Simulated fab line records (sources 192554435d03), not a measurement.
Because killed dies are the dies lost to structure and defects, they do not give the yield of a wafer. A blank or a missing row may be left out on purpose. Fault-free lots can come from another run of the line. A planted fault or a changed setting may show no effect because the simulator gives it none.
Which tool was responsible? -- flow n5Finfet -- 36 wafers from 12 lots sampled at 5 of the route's 1938 steps

WHAT THE GAUGES SHOWED, per wafer
N5_BEOL_M9_THK_MEAS_53: measures by xrf.
lot,measured,on,M9_THK (nm)
L333,day 11 18:42,filmMetro-02,138 137 133
L335,day 11 19:01,filmMetro-02,137 140 140
L334,day 11 22:20,filmMetro-02,138 140 140
L336,day 12 02:38,filmMetro-02,139 136 143
L340,day 12 23:04,filmMetro-02,139 146 147
L339,day 13 04:01,filmMetro-01,144 142 143
L341,day 13 07:07,filmMetro-02,145 135 141
L342,day 13 16:31,filmMetro-01,146 136 139
L343,day 14 05:05,filmMetro-02,134 138 143
L353,day 16 13:37,filmMetro-02,137 140 138
L355,day 16 14:10,filmMetro-02,140 142 145
L356,day 17 09:02,filmMetro-02,140 141 142

WHICH TOOL RAN EACH LOT (tool, then ch and the chambers of the sampled wafers, then the start)
lot,N5_BEOL_M9_PRE_CLEAN_45,N5_BEOL_M9_SPUTTER_48,N5_BEOL_M9_ECD_50,N5_BEOL_M9_CMP_52
L333,"pvdSputter-03, day 11 17:06","pvdSputter-03, day 11 17:44","ecdCu-01 ch 0,1, day 11 17:52","cmp-03 ch 1,3, day 11 18:26"
L335,"pvdSputter-01, day 11 17:35","pvdSputter-01, day 11 18:12","ecdCu-02 ch 0,1, day 11 18:19","cmp-02 ch 1,3, day 11 18:46"
L334,"pvdSputter-02, day 11 20:33","pvdSputter-01, day 11 21:29","ecdCu-02 ch 0,1, day 11 21:37","cmp-01 ch 0,2, day 11 22:02"
L336,"pvdSputter-01, day 11 23:26","pvdSputter-03, day 12 01:49","ecdCu-02 ch 0, day 12 01:56","cmp-01 ch 1,2,3, day 12 02:21"
L340,"pvdSputter-02, day 12 21:08","pvdSputter-02, day 12 22:15","ecdCu-02 ch 0,1, day 12 22:22","cmp-01 ch 1,3, day 12 22:46"
L339,"pvdSputter-02, day 13 02:38","pvdSputter-03, day 13 03:09","ecdCu-02 ch 0,1, day 13 03:16","cmp-03 ch 1,2,3, day 13 03:43"
L341,"pvdSputter-01, day 13 05:42","pvdSputter-01, day 13 06:18","ecdCu-01 ch 0,1, day 13 06:25","cmp-03 ch 0,1,3, day 13 06:49"
L342,"pvdSputter-01, day 13 14:56","pvdSputter-01, day 13 15:34","ecdCu-01 ch 0,1, day 13 15:41","cmp-02 ch 1,2,3, day 13 16:18"
L343,"pvdSputter-03, day 14 03:44","pvdSputter-03, day 14 04:17","ecdCu-01 ch 0,1, day 14 04:23","cmp-03 ch 1,2,3, day 14 04:50"
L353,"pvdSputter-01, day 16 11:39","pvdSputter-01, day 16 12:26","ecdCu-02 ch 0,1, day 16 12:36","cmp-03 ch 0,2, day 16 13:19"
L355,"pvdSputter-01, day 16 12:34","pvdSputter-02, day 16 13:11","ecdCu-02 ch 0,1, day 16 13:18","cmp-01 ch 0,1,3, day 16 13:52"
L356,"pvdSputter-03, day 17 07:17","pvdSputter-01, day 17 08:08","ecdCu-02 ch 1, day 17 08:14","cmp-01 ch 0,3, day 17 08:44"
- N5_BEOL_M9_PRE_CLEAN_45: time 30 s.
- N5_BEOL_M9_SPUTTER_48: material Cu, target thk 12 nm, time 2 s.
- N5_BEOL_M9_ECD_50: material Cu, target thk 318 nm.
- N5_BEOL_M9_CMP_52: polishes, stops on SiCOH lowk, t overpolish 7 s, target thk 140 nm.

AS READ BY THE TOOLS THEMSELVES (means over the sampled wafers that have a number; for cases with no such wafer, the mark the record gives instead)
N5_BEOL_M9_PRE_CLEAN_45.
lot,tool,heaterPowerW (W)
L333,pvdSputter-03,317
L335,pvdSputter-01,313
L334,pvdSputter-02,301
L336,pvdSputter-01,347
L340,pvdSputter-02,335
L339,pvdSputter-02,291
L341,pvdSputter-01,347
L342,pvdSputter-01,349
L343,pvdSputter-03,308
L353,pvdSputter-01,351
L355,pvdSputter-01,334
L356,pvdSputter-03,312

N5_BEOL_M9_SPUTTER_48.
lot,tool,chuckSensorTempC (C),throttleValvePct (%)
L333,pvdSputter-03,-16.4,28.8
L335,pvdSputter-01,-16.0,31.0
L334,pvdSputter-01,-15.5,31.3
L336,pvdSputter-03,-16.4,28.8
L340,pvdSputter-02,-15.9,30.1
L339,pvdSputter-03,-16.5,29.5
L341,pvdSputter-01,-15.7,30.7
L342,pvdSputter-01,-15.6,30.5
L343,pvdSputter-03,-16.6,28.2
L353,pvdSputter-01,-15.7,30.3
L355,pvdSputter-02,-15.9,29.6
L356,pvdSputter-01,-16.1,32.0

N5_BEOL_M9_CMP_52.
lot,tool,motorCurrentA (A),timeToEndpointS (s)
L333,cmp-03,5.6,67
L335,cmp-02,5.9,67
L334,cmp-01,6.1,60
L336,cmp-01,6.0,60
L340,cmp-01,5.6,65
L339,cmp-03,5.9,60
L341,cmp-03,5.4,64
L342,cmp-02,6.1,65
L343,cmp-03,6.0,50
L353,cmp-03,5.7,63
L355,cmp-01,6.0,68
L356,cmp-01,5.7,62

THE ANSWER, worked out from the rows above alone
Rule: usual is defined by the lots themselves. The widest of any qualifying gaps counts: lots, ordered by their means at a reading, are off when they make up no more than a third of the lots, leave a main group of 4 or more, and stand apart from it by 3 or more times the standard deviation of that group's means. Not used: any main group whose means are identical at the precision the tables above print for the reading. Also off: a lot with no number at a reading for which 4 or more lots have one. All remaining lots with rows at the step are treated as sound. First the gauges in route order, then the tools' own readings, where a lot's mean is used as printed above. At the first step where some lot is off, the reading lying furthest off is the one used; lots without a number count as furthest.
Off: L343 (N5_BEOL_M9_CMP_52, timeToEndpointS). Mean 64 s and standard deviation 2.8 in the main group.
If a tool, at that step or one of the process steps before it, ran each lot that is off and ran no sound lot following the first of them, it fits. Undecided on this evidence; 2 tools fit (pvdSputter-03 at N5_BEOL_M9_SPUTTER_48, ecdCu-01 at N5_BEOL_M9_ECD_50).

WHAT THE SIMULATOR PUT IN
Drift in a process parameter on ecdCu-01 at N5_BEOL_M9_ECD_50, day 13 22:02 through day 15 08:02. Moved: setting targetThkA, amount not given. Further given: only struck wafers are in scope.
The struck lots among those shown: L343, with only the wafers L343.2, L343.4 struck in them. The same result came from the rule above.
